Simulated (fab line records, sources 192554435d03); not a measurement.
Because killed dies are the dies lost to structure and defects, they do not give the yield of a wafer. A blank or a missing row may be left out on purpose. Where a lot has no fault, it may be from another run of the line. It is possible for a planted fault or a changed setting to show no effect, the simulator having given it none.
Split-lot trial    flow n5Finfet    on a route of 1938 steps: 7 lots, 21 wafers read

## THE SPLIT
At N5_BEOL_M6_EXPOSE_08 (exposes mask M6), the setting doseMj was moved away from the recipe's 68.25 on 5 of the 21 wafers read, by -4.0% to +7.3%. This setting was run at the recipe's value on the other wafers.

## FROM THE SPLIT TO THE READING: what the file shows between them, 17 steps
- N5_BEOL_M6_PEB_09: peb time 60 s
- N5_BEOL_M6_DEVELOP_10: develop time 30 s
- N5_BEOL_M6_CD_MEAS_11: target cd 38.5 nm
- N5_BEOL_M6_DESCUM_16: chemistry O2, time 7.9 s
- N5_BEOL_M6_ETCH_61: etches SiARC in CF4, target depth 45.5 nm, time 75.8 s
- N5_BEOL_M6_ETCH_62: etches SOC in N2/H2, target depth 110 nm, overetch 22 nm, time 165 s
- N5_BEOL_M6_STRIP_68: strips in N2/H2
- N5_BEOL_M6_STRIP_67: strips in CF4
- N5_BEOL_M6_HM_OPEN_17: chemistry Cl2/BCl3, target TiN, target depth 20 nm, overetch 6 nm
- N5_BEOL_M6_TRENCH_ETCH_37: etches SiCOH lowk in C4F6/O2, target depth 94.435 nm, time 31.5 s (also split here: timeS)
- N5_BEOL_M6_ETCH_41: etches SiCN in CH3F/O2, target depth 29.7 nm, time 52 s
- N5_BEOL_M6_STRIP_80: strips in N2/H2, time 10 s
- N5_BEOL_M6_OCD_MEAS_38
- N5_BEOL_M6_HM_STRIP_39: strips TiN in peroxide tin strip, target depth 25 nm, time 158 s
- N5_BEOL_M6_SRD_40: time 30 s
- N5_BEOL_M6_PRECLEAN_42: cleans in residue remover, time 60 s
- N5_BEOL_M6_SRD_43: time 30 s

## THE READING
cdNm, in nm, at N5_BEOL_M6_CD_MEAS_35 (target cd 40 nm, target cd y 28 nm). On this fab line, fault-free wafers typically give 40.0 nm with a standard deviation of 0.61 nm.

wafer   tool, chamber at the split  doseMj as run  against the recipe  cdNm, nm  against lot-mates on the recipe
L074.1  arfiScanner-01, 0           68.25          recipe              39.3      -
L074.4  arfiScanner-01, 0           68.25          recipe              39.9      -
L074.5  arfiScanner-01, 0           68.25          recipe              39.6      -
L080.1  arfiScanner-01, 0           68.25          recipe              41.7      -
L080.3  arfiScanner-01, 0           65.5           -4.0%               38.8      -2.4
L080.5  arfiScanner-01, 0           68.25          recipe              40.6      -
L079.3  arfiScanner-03, 0           71.84          +5.3%               42.1      +3.1
L079.4  arfiScanner-03, 0           71.84          +5.3%               42.9      +3.9
L079.5  arfiScanner-03, 0           68.25          recipe              39.0      -
L082.2  arfiScanner-02, 0           68.25          recipe              41.0      -
L082.4  arfiScanner-02, 0           68.25          recipe              40.9      -
L082.6  arfiScanner-02, 0           68.25          recipe              41.2      -
L083.2  arfiScanner-01, 0           68.25          recipe              40.4      -
L083.4  arfiScanner-01, 0           68.25          recipe              39.0      -
L083.6  arfiScanner-01, 0           68.25          recipe              40.0      -
L088.2  arfiScanner-03, 0           68.25          recipe              39.7      -
L088.3  arfiScanner-03, 0           68.25          recipe              40.2      -
L088.4  arfiScanner-03, 0           71.95          +5.4%               42.9      +2.9
L095.2  arfiScanner-01, 0           68.25          recipe              39.6      -
L095.3  arfiScanner-01, 0           73.22          +7.3%               43.4      +3.5
L095.6  arfiScanner-01, 0           68.25          recipe              40.1      -

FIT RESULTS
A straight line over all 21 wafers: cdNm changes by +0.442 nm for each +1% of doseMj; r = +0.85; the points scatter about the line by 0.72 nm.
The same after taking each lot's own level away (the mean of its wafers on the recipe; 21 wafers): +0.571 nm for each +1%; r = +0.96; scatter 0.42 nm.
According to that fit, moving doseMj by its largest amount changes the reading by 4.2 nm.
From 39.00 to 41.15 nm: that is the span of the lots' own levels, equal to 3.5 times the standard deviation above.
Hence the slope depends on the lot-to-lot level, as the two fits are not the same.
Check: for one of the wafers moved furthest among these (+7.3%), held out of the fit, the line's prediction against its lot-mates is +4.49 nm. It came out at +3.55 nm against them.

## THE OTHER SPLITS THESE WAFERS WENT THROUGH
Before the reading, these wafers also passed through other splits. Each is held against what the fit with the lots' levels taken away leaves over:
other split on the same wafers   wafers away from the commonest value  r with cdNm (lot level and that fit taken away)
N5_BEOL_M6_TRENCH_ETCH_37 timeS  8                                     -0.32

## THE WHOLE CHAIN: every reading that the file lists as answering this split, in the file's order
step                   what it does                                                          reading                                                              change (the file's fit)                r (the file's)
N5_BEOL_M6_CD_MEAS_11  target cd 38.5 nm                                                     cdNm                                                                 +0.545 nm for each +1% of the setting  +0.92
N5_BEOL_M6_ETCH_61     etches SiARC in CF4, target depth 45.5 nm, time 75.8 s                BEOL_M6.cdOffsetNm (the simulator's own value, which no gauge read)  +0.581 nm for each +1% of the setting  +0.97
N5_BEOL_M6_ETCH_62     etches SOC in N2/H2, target depth 110 nm, overetch 22 nm, time 165 s  BEOL_M6.cdOffsetNm (the simulator's own value, which no gauge read)  +0.554 nm for each +1% of the setting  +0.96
N5_BEOL_M6_HM_OPEN_17  chemistry Cl2/BCl3, target TiN, target depth 20 nm, overetch 6 nm     BEOL_M6.cdOffsetNm (the simulator's own value, which no gauge read)  +0.544 nm for each +1% of the setting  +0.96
N5_BEOL_M6_CD_MEAS_35  target cd 40 nm, target cd y 28 nm                                    cdNm                                                                 +0.552 nm for each +1% of the setting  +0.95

## FILE'S OWN FIT
cdNm changes by +0.552 nm for each +1% of doseMj, r = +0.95.
